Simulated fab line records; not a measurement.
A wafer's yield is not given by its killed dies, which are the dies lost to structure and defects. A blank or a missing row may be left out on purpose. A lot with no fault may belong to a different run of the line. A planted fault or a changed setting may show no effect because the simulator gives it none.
Chamber matching :: flow n5-finfet :: 4 sister chambers for N5_BEOL_M3_ETCH_77 on rie-diel-03
The step etches underlayer in N2/H2, target depth 6.5 nm, time 5.2 s. 4 wafers are shown with their chamber, then 7 later ones without.

WAFERS PAIRED WITH THEIR CHAMBERS
wafer: L084.2
chamber: 0
throttle-valve-pct (%): 17.90

wafer: L086.6
chamber: 2
throttle-valve-pct (%): 18.10

wafer: L092.1
chamber: 3
throttle-valve-pct (%): 17.66

wafer: L092.2
chamber: 1
throttle-valve-pct (%): 18.03

WAFERS MISSING THEIR CHAMBER
wafer: L092.3
throttle-valve-pct (%): 18.13

wafer: L096.2
throttle-valve-pct (%): 17.69

wafer: L096.4
throttle-valve-pct (%): 18.05

wafer: L096.5
throttle-valve-pct (%): 18.16

wafer: L097.3
throttle-valve-pct (%): 18.16

wafer: L097.4
throttle-valve-pct (%): 18.06

wafer: L097.5
throttle-valve-pct (%): 17.48

WHICH CHAMBER EACH ONE RAN IN
wafer: L092.3
from the rows above: can't be placed: 2 or 1
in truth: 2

wafer: L096.2
from the rows above: 3
in truth: 3

wafer: L096.4
from the rows above: can't be placed: 1 or 2 or 0
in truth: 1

wafer: L096.5
from the rows above: can't be placed: 2 or 1
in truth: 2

wafer: L097.3
from the rows above: can't be placed: 2 or 1
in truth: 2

wafer: L097.4
from the rows above: can't be placed: 1 or 2 or 0
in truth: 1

wafer: L097.5
from the rows above: 3
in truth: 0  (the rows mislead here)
Placed correctly: 1 of 7. These rows do not allow placing 5 (true chamber among the candidates in 5). 1 placed wrongly.
How it was worked out, from the rows above alone: a wafer's distance from a chamber is the root of the sum, over the readings, of the square of ((its reading less the chamber's mean) divided by the reading's scatter). If the next closest chamber is less than 2 further off than the closest, the wafer can't be placed; otherwise it belongs to the closest. A chamber's mean is the mean of its shown wafers. The scatter: with one shown wafer a chamber, the root of the mean of the squares of how far each hidden wafer lies from its nearest shown one.
